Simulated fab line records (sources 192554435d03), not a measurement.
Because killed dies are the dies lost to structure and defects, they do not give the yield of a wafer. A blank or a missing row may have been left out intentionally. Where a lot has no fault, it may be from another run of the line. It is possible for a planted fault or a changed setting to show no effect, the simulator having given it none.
One fault through the eyes of 3 desks / flow n5_finfet / each desk holds nothing but its own numbers, with what lay behind them at the end

## AT THE TOOL OWNER'S DESK: pecvd-02
The tool's own readings at N5_PASSIVATION_PECVD_35 (deposits SiNx from SiH4/NH3/N2, target thk 700 nm, time 151.3 s): means of the sampled wafers that have a number, for each lot that ran on this tool. Marked OUT: a lot whose mean sits more than 4 standard deviations from the usual mean, which makes it out of limits; the brackets give that distance.
Columns: A = heater_power_w at N5_PASSIVATION_PECVD_35, usual 359 W; B = run_length_s at N5_PASSIVATION_PECVD_35, usual 195.5 s; C = showerhead_plenum_p_Torr at N5_PASSIVATION_PECVD_35, usual 8.66 Torr; D = throttle_valve_pct at N5_PASSIVATION_PECVD_35, usual 29.1 %
lot=L196; first seen here=day 13 16:53; A=430; B=195.2; C=8.69; D=28.2
lot=L206; first seen here=day 16 18:17; A=458; B=192.3 (-5.5) OUT; C=8.71; D=28.3
This desk's finding: out of limits on L206; first on L206, day 16 18:17 (run_length_s at N5_PASSIVATION_PECVD_35). Within limits: L196.

## THE DEFECT DESK
Lot by lot, what the route's inspections counted, given as the mean of those sampled wafers with a number. Marked OUT: a lot whose mean sits more than 4 standard deviations from the usual mean, which makes it out of limits; the brackets give that distance.
Columns: A = raw_defect_count at N5_PASSIVATION_INSPECT_64, usual 2.0; B = raw_defect_count at N5_PASSIVATION_INSPECT_67, usual 2.0
lot=L196; first seen here=day 13 15:05; A=1.7; B=0.7
lot=L197; first seen here=day 14 18:13; A=1.3; B=1.3
lot=L206; first seen here=day 16 16:05; A=2.3; B=0.7
lot=L209; first seen here=day 17 03:34; A=1.3; B=2.7
lot=L211; first seen here=day 17 04:44; A=2.3; B=2.0
This desk found nothing out of limits on any of the 5 lots.

## AT THE METROLOGY DESK
Lot by lot, what the gauges showed, no matter which tool ran the lot: averages of those sampled wafers that carry a number. Marked OUT: a lot whose mean sits more than 4 standard deviations from the usual mean, which makes it out of limits; the brackets give that distance.
Columns: A = cd_nm at N5_PASSIVATION_CD_MEAS_30, usual 4000.0 nm; B = PAD_OVL at N5_PASSIVATION_OVL_MEAS_63, usual 1 nm; C = cd_nm at N5_PASSIVATION_CD_MEAS_44, usual 40000 nm; D = PASS_OPEN_OVL at N5_PASSIVATION_OVL_MEAS_66, usual 5 nm
lot=L196; first seen here=day 13 15:02; A=4000.3; B=-1; C=39997; D=0
lot=L197; first seen here=day 14 18:10; A=4000.1; B=2; C=40000; D=4
lot=L206; first seen here=day 16 16:02; A=3999.2; B=3; C=39998; D=9
lot=L209; first seen here=day 17 03:31; A=3999.3; B=1; C=39999; D=7
lot=L211; first seen here=day 17 04:41; A=4000.7; B=1; C=40002; D=17
This desk found nothing out of limits on any of the 5 lots.

## TAKEN TOGETHER
At day 16 18:17, on L206, the tool owner's desk was in a position to raise an alarm.
Nothing out of limits was seen by the defect desk.
From the metrology desk's view, nothing was out of limits.
The defect desk has L206 on record, within its limits.
The metrology desk holds a record of L206, inside its limits.
On pecvd-02, each named lot ran N5_PASSIVATION_PECVD_35.

## WHAT THE SIMULATOR HAD PUT IN
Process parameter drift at N5_PASSIVATION_PECVD_35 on pecvd-02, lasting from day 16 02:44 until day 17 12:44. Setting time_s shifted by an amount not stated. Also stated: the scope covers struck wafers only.
Struck lots among those shown: L206.
Hours from the fault's start to each desk's first reading out of limits: the tool owner's desk, 16.
